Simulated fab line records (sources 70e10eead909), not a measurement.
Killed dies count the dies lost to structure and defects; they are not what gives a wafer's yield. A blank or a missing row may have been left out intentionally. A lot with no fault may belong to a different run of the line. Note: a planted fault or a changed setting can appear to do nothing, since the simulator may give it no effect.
fab line records	flow nand-harc
record lots=12	wafers=36	last-day=33
route steps=1302 shown A_M0@1158 A_M1@1177 END@1302
lots untouched by any fault: they come from a run of this same line in which no faults occurred
start-h: hours from the record's opening day to when the first of the lot's shown wafers began	wait-h: hours from the lot's prior step to this one	" same as the row above	L1.1+2: several wafers, shown together as one row	- no value present, or no start provided	* or withheld: withheld	< > ~ a bound
route shown NAME@n: a module of which the file shows steps, and the number in the route of the first	usual: mean/standard deviation taken from wafers without a fault	same: alike in all rows	chamber/n: place in a boat	sites: readings site by site	_std_site: how widely they spread, as a standard deviation	_edge_site: the outer-site mean with the inner-site mean subtracted	radius-mm: how far each site lies from the wafer's centre	mask NAME#n: copy n	behind: the most recent tool/chamber to have shaped the wafer	hold: cause of the lot's hold/its duration in hours/its outcome	device: transistor that didn't switch, given as n, p or np	end of line: tests of these same wafers at the route's end	a step with no rows: only its recipe	killed: not the wafer's yield, but the dies lost to structure and defects at the first sort	map: dies across one wafer; x = killed, . = not, _ = none there
set.NAME: the setting as run; set.NAME@STEP: as run at that earlier step	model.NAME: the simulator's own value behind a step, which no gauge read
one table for each step of the route and one row for each wafer, over a sample of lots
services: from which hour (start-h, from the record's first day; less than 0 if before it) a tool's chamber was out of use, for how many hours, and why
## steps
# step NHARC_A_M0_PVD_20
# recipe target-thk-a=50	bias-v=168.6	power-w=15000	chamber-pressure-pa=0.12	time-s=8.06	substrate-temp-c=50	material=TaN
# usual bias-v=168.6/1.9	throttle-valve-pct=30.5/0.91
lot.wafer	tool	chamber	start-h	wait-h	bias-v	throttle-valve-pct
L590.1	pvd-sputter-03	-	-	-	171.0	31.2
L590.5	"	-	"	"	167.9	31.7
L590.6	"	-	"	"	170.0	30.6
L589.4	pvd-sputter-02	-	-	-	168.2	31.3
L589.1	"	-	"	"	169.7	28.9
L589.5	"	-	"	"	166.1	31.4
L591.4	pvd-sputter-02	-	-	-	166.4	28.9
L591.3	"	-	"	"	170.0	29.3
L591.2	"	-	"	"	174.7	30.3
L593.3	pvd-sputter-01	-	-	-	171.8	29.6
L593.1	"	-	"	"	167.3	32.7
L593.5	"	-	"	"	171.1	29.2
L597.3	pvd-sputter-01	-	-	-	168.5	32.0
L597.4	"	-	"	"	168.4	29.9
L597.5	"	-	"	"	169.6	30.6
L598.4	pvd-sputter-03	-	-	-	169.8	30.4
L598.1	"	-	"	"	168.2	30.6
L598.6	"	-	"	"	167.3	31.0
L602.2	pvd-sputter-02	-	-	-	169.9	31.5
L602.4	"	-	"	"	167.3	28.9
L602.5	"	-	"	"	166.7	31.3
L601.4	pvd-sputter-03	-	-	-	166.8	30.3
L601.1	"	-	"	"	167.1	31.3
L601.6	"	-	"	"	169.3	31.5
L604.3	pvd-sputter-02	-	-	-	167.2	29.5
L604.4	"	-	"	"	171.1	29.9
L604.5	"	-	"	"	168.9	29.4
L606.4	pvd-sputter-01	-	-	-	169.4	30.8
L606.3	"	-	"	"	166.9	29.9
L606.1	"	-	"	"	166.1	29.6
L603.3	pvd-sputter-03	-	692.92	-	170.2	30.5
L603.2	"	-	"	"	169.4	31.1
L603.5	"	-	"	"	165.9	31.6
L612.1	pvd-sputter-02	-	-	-	166.2	29.4
L612.4	"	-	"	"	171.0	29.8
L612.5	"	-	"	"	170.1	29.6
# step NHARC_A_M0_ANNEAL_30
# recipe temp-c=225	time-s=90
# usual wafer_temp_C_max=226.3/0.53
lot.wafer	tool	chamber	start-h	wait-h	wafer_temp_C_max
L590.1	rtp-anneal-02	0	521.24	0.3	227.0
L590.5	"	0	"	"	226.4
L590.6	"	0	"	"	227.1
L589.1	rtp-anneal-02	0	522.81	0.3	226.3
L589.4	"	0	"	"	226.1
L589.5	"	0	"	"	226.7
L591.2	rtp-anneal-02	0	537.16	-	226.8
L591.3	"	0	"	"	227.1
L591.4	"	0	"	"	226.1
L593.1	rtp-anneal-02	0	562.32	0.3	226.4
L593.3	"	0	"	"	226.8
L593.5	"	0	"	"	227.2
L597.3	rtp-anneal-01	0	606.48	0.3	225.8
L597.4	"	0	"	"	225.8
L597.5	"	0	"	"	226.0
L598.1	rtp-anneal-02	0	615.11	0.3	226.8
L598.4	"	0	"	"	227.0
L598.6	"	0	"	"	225.9
L602.2	rtp-anneal-01	0	637.55	-	226.2
L602.4	"	0	"	"	226.0
L602.5	"	0	"	"	226.3
L601.1	rtp-anneal-02	0	638.06	-	226.5
L601.4	"	0	"	"	226.6
L601.6	"	0	"	"	226.6
L604.3	rtp-anneal-01	0	677.79	0.3	225.7
L604.4	"	0	"	"	225.8
L604.5	"	0	"	"	225.8
L606.1	rtp-anneal-02	0	687.53	0.3	226.7
L606.3	"	0	"	"	226.7
L606.4	"	0	"	"	227.3
L603.2	rtp-anneal-01	0	693.66	0.3	225.9
L603.3	"	0	"	"	226.2
L603.5	"	0	"	"	225.3
L612.1	rtp-anneal-01	0	755.17	-	225.9
L612.4	"	0	"	"	226.0
L612.5	"	0	"	"	225.8
# step NHARC_A_M1_PEB_07
# recipe peb-temp-c=100	peb-time-s=65
# usual heater-power-total-W=156.6/0.41
lot.wafer	tool	chamber	start-h	wait-h	heater-power-total-W
L590.1	litho-track-01	0	523.37	0.1	156.2
L590.5	"	0	"	"	156.9
L590.6	"	0	"	"	157.1
L589.1	litho-track-01	0	524.92	0.1	156.7
L589.4	"	0	"	"	157.0
L589.5	"	0	"	"	156.0
L591.2	litho-track-01	0	539.11	0.1	157.1
L591.3	"	0	"	"	157.0
L591.4	"	0	"	"	155.9
L593.1	litho-track-04	0	564.46	0.1	156.0
L593.3	"	0	"	"	156.4
L593.5	"	0	"	"	157.2
L597.3	litho-track-04	0	608.47	0.0	156.2
L597.4	"	0	"	"	156.5
L597.5	"	0	"	"	156.9
L598.1	litho-track-01	0	617.27	0.1	157.1
L598.4	"	0	"	"	157.0
L598.6	"	0	"	"	156.7
L602.2	litho-track-01	0	639.50	0.1	157.1
L602.4	"	0	"	"	156.4
L602.5	"	0	"	"	157.2
L601.1	litho-track-04	0	640.43	0.1	157.0
L601.4	"	0	"	"	157.2
L601.6	"	0	"	"	156.4
L604.3	litho-track-01	0	679.82	0.0	156.3
L604.4	"	0	"	"	176.9
L604.5	"	0	"	"	177.6
L606.1	litho-track-01	0	689.97	0.1	155.9
L606.3	"	0	"	"	157.1
L606.4	"	0	"	"	177.4
L603.2	litho-track-04	0	695.73	0.1	156.4
L603.3	"	0	"	"	156.0
L603.5	"	0	"	"	156.2
L612.1	litho-track-04	0	757.36	0.1	156.0
L612.4	"	0	"	"	155.9
L612.5	"	0	"	"	156.1
# step NHARC_A_M1_CD_MEAS_09
# recipe target-cd-nm=120	landing-energy-ev=500
# usual cd-nm=120.5/0.63
# same landing-energy-ev=500
lot.wafer	tool	chamber	start-h	wait-h	cd-nm
L590.1	cd-sem-03	0	523.45	-	121.2
L590.5	"	0	"	"	122.2
L590.6	"	0	"	"	120.7
L589.1	cd-sem-02	0	524.99	-	120.3
L589.4	"	0	"	"	119.7
L589.5	"	0	"	"	120.8
L591.2	cd-sem-03	0	539.19	-	120.4
L591.3	"	0	"	"	121.5
L591.4	"	0	"	"	120.4
L593.1	cd-sem-01	0	564.54	-	119.9
L593.3	"	0	"	"	119.6
L593.5	"	0	"	"	120.3
L597.3	cd-sem-01	0	608.56	-	119.9
L597.4	"	0	"	"	119.7
L597.5	"	0	"	"	120.6
L598.1	cd-sem-03	0	617.35	-	121.4
L598.4	"	0	"	"	121.5
L598.6	"	0	"	"	120.9
L602.2	cd-sem-03	0	639.58	-	121.4
L602.4	"	0	"	"	121.4
L602.5	"	0	"	"	121.5
L601.1	cd-sem-02	0	640.51	-	119.8
L601.4	"	0	"	"	121.1
L601.6	"	0	"	"	120.1
L604.3	cd-sem-02	0	679.90	-	120.7
L604.4	"	0	"	"	112.7
L604.5	"	0	"	"	112.6
L606.1	cd-sem-03	0	690.05	-	120.8
L606.3	"	0	"	"	120.8
L606.4	"	0	"	"	113.1
L603.2	cd-sem-02	0	695.81	-	119.8
L603.3	"	0	"	"	120.8
L603.5	"	0	"	"	121.0
L612.1	cd-sem-02	0	757.43	-	121.6
L612.4	"	0	"	"	120.9
L612.5	"	0	"	"	120.3
# step NHARC_A_M1_ETCH_35
# recipe target-depth-a=400	overetch-a=120	time-s=43.94	ion-energy-ev=200	n2-flow-sccm=150	h2-flow-sccm=150	ar-flow-sccm=0	rf-w=400	bias-w=150	chemistry=N2/H2
# usual bias-w=150.0/0.41	drypump-motor-current-A=5.9/0.39	oes-product-au=1.000/0.0086	rf-vpp-V=430.5/2.4	showerhead-plenum-p-Torr=2.04/0.081	throttle-valve-pct=14.170/0.0091
lot.wafer	tool	chamber	start-h	wait-h	bias-w	drypump-motor-current-A	oes-product-au	rf-hours-counter-h	rf-vpp-V	showerhead-plenum-p-Torr	throttle-valve-pct
L590.1	rie-diel-12	0	523.73	0.1	149.8	6.2	0.994	1.9	433.7	2.15	14.177
L590.5	"	2	"	"	149.6	5.7	0.982	-	431.7	2.09	14.168
L590.6	"	3	"	"	149.5	5.3	0.999	-	430.2	2.01	14.165
L589.4	rie-diel-12	3	525.28	0.1	150.2	5.3	0.987	2.2	428.0	2.01	14.158
L589.1	"	0	"	"	150.4	6.2	0.993	1.9	432.3	2.15	14.156
L589.5	"	1	"	"	149.9	6.4	0.992	-	434.2	2.19	14.164
L591.4	rie-diel-03	0	539.46	0.1	150.2	5.3	1.001	3.3	427.0	1.98	14.180
L591.3	"	1	"	"	149.7	5.8	0.997	3.3	430.9	2.06	14.171
L591.2	"	2	"	"	150.3	6.3	0.994	3.1	430.2	2.03	14.170
L593.3	rie-diel-03	3	564.82	0.1	150.8	5.7	1.014	4.8	426.2	1.90	14.167
L593.1	"	1	"	"	150.4	5.9	0.996	4.5	431.3	2.06	14.188
L593.5	"	2	"	"	149.7	6.3	1.002	-	431.3	2.03	14.167
L597.4	rie-diel-12	2	608.82	0.1	150.1	5.7	0.983	4.5	432.0	2.09	14.160
L597.3	"	3	"	"	150.3	5.3	0.997	4.1	430.4	2.01	14.167
L597.5	"	2	"	"	150.1	5.7	0.996	-	432.2	2.09	14.155
L598.1	rie-diel-12	0	617.65	0.1	149.6	6.2	1.002	4.0	433.6	2.15	14.161
L598.6	"	1	"	"	150.2	6.3	1.000	-	434.6	2.19	14.178
L598.4	"	3	"	"	149.8	5.3	1.000	-	430.8	2.01	14.179
L602.4	rie-diel-09	2	639.85	0.1	149.5	6.2	1.002	8.5	430.9	2.07	14.166
L602.2	"	1	"	"	149.6	6.2	0.999	9.1	432.6	2.09	14.173
L602.5	"	2	"	"	150.4	6.2	0.998	-	431.9	2.07	14.159
L601.1	rie-diel-12	3	640.79	0.1	150.0	5.3	1.002	0.3	429.5	2.01	14.181
L601.4	"	1	"	"	150.3	6.4	1.011	0.4	434.8	2.19	14.175
L601.6	"	3	"	"	150.0	5.3	1.006	-	429.1	2.01	14.175
L604.4	rie-diel-03	2	680.17	0.1	149.9	6.3	1.018	2.1	428.3	2.03	14.159
L604.3	"	3	"	"	149.6	5.7	1.015	2.2	426.8	1.90	14.178
L604.5	"	2	"	"	150.3	6.3	1.004	-	429.3	2.03	14.171
L606.1	rie-diel-03	0	690.32	0.1	150.1	5.3	1.000	2.2	430.3	1.98	14.158
L606.3	"	1	"	"	150.2	5.8	0.989	2.1	431.1	2.06	14.182
L606.4	"	3	"	"	149.6	5.7	1.018	2.4	425.5	1.90	14.170
L603.3	rie-diel-12	1	696.09	0.1	149.9	6.3	1.008	1.8	434.8	2.19	14.159
L603.2	"	0	"	"	150.3	6.2	1.006	1.6	433.2	2.15	14.164
L603.5	"	2	"	"	151.0	5.7	1.000	-	431.2	2.09	14.166
L612.1	rie-diel-12	0	757.76	0.1	149.8	6.2	1.003	2.9	433.2	2.15	14.164
L612.4	"	3	"	"	149.7	5.3	0.981	-	428.8	2.01	14.171
L612.5	"	2	"	"	150.0	5.7	0.990	-	431.7	2.09	14.154
# step NHARC_END_SORT_01
# recipe temp-c=25
# usual defect-limited-yield=90.2/2.3	killed-at-array=62/15	killed-at-other=0.8/1	killed-at-periphery=3.7/2.6	killed-dies=66/15	killed-open=3.1/1.8	killed-short=2.6/1.7
# same gross-dies=677
lot.wafer	tool	chamber	start-h	wait-h	defect-limited-yield[%]	killed-at-array	killed-at-other	killed-at-periphery	killed-dies	killed-open	killed-short
L606.1	prober-02	0	727.84	2.5	91.6	55	1	1	57	2	2
L606.3	prober-02	0	729.44	3.1	92.0	50	0	4	54	2	2
L606.4	prober-02	0	730.24	3.4	92.8	47	0	2	49	3	6
# killed by level:class
L606.1 A_CHANNEL_HOLE_D1:chamber-film-flake=35 A_CONTACT:chamber-film-flake=5 A_ZERO_WELL:chamber-film-flake=5 A_WL_FILL:chamber-film-flake=2 A_DECK1_JOINT:geometric-particle:open=1 A_ONON_D2:geometric-particle:short=1 A_WL_FILL:geometric-particle:short=1 A_BLC:geometric-particle:open=1
L606.3 A_CHANNEL_HOLE_D1:chamber-film-flake=31 A_WL_FILL:chamber-film-flake=5 A_CONTACT:chamber-film-flake=5 A_ZERO_WELL:chamber-film-flake=3 A_BLC:chamber-film-flake=2 P_CONTACT:geometric-particle:short=1 P_M2:geometric-particle:short=1 A_BLC:geometric-particle:open=1
L606.4 A_CHANNEL_HOLE_D1:chamber-film-flake=26 A_ZERO_WELL:chamber-film-flake=4 A_CONTACT:chamber-film-flake=4 A_SLIT:chamber-film-flake=3 A_ONON_D1:geometric-particle:open=2 A_M0:geometric-particle:short=2 P_M0:geometric-particle:open=1 A_SOURCE_PLATE:geometric-particle:short=1
## services
tool	chamber	start-h	hours	kind
rie-diel-03	2	503.65	16.3	repair
litho-track-01	-	505.00	7.0	pm
pvd-sputter-02	-	505.16	2.7	repair
pvd-sputter-03	-	525.09	1.0	repair
pvd-sputter-03	-	526.10	10.0	pm
rie-diel-12	3	546.12	16.8	repair
pvd-sputter-03	-	548.23	4.0	repair
litho-track-04	-	553.00	7.0	pm
pvd-sputter-02	-	566.26	2.7	repair
rie-diel-03	0	586.87	1.5	repair
rie-diel-12	2	614.06	7.4	repair
rie-diel-12	-	622.44	9.0	pm
rie-diel-03	0	626.34	4.5	repair
rie-diel-03	-	635.30	9.0	pm
pvd-sputter-02	-	646.78	10.0	pm
litho-track-01	-	680.00	7.0	pm
rie-diel-03	2	684.99	1.5	repair
rie-diel-12	0	685.09	4.9	repair
pvd-sputter-03	-	696.28	2.2	repair
rie-diel-03	-	697.52	0.7	repair
litho-track-04	-	728.00	7.0	pm
pvd-sputter-02	-	732.28	1.7	repair
rtp-anneal-02	-	744.00	12.0	pm
rie-diel-12	1	755.48	20.4	repair
## key
first-sign step=NHARC_A_M1_PEB_07	reading=heater-power-total-W	direction=up	sigmas=50	usual=*	struck=*
effect step=NHARC_A_M1_CD_MEAS_09	reading=cd-nm	direction=down	sigmas=12	usual=120.5	struck=112.8
met-at NHARC_A_M1_PEB_07
struck-lots L604,L606
struck-wafers L604.4,L604.5,L606.4
not-acting-at NHARC_A_M0_PVD_20,NHARC_A_M0_ANNEAL_30,NHARC_A_M1_ETCH_35
onset-between 639.50 679.82
fault kind=process-parameter-drift	tool=litho-track-01	chamber=-	onset-h=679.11	steps=NHARC_A_M1_PEB_07	channel=peb-time-s	offset=*	shape=step	end-h=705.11	scope=struck-wafers-only	acts-in=*	stated=*
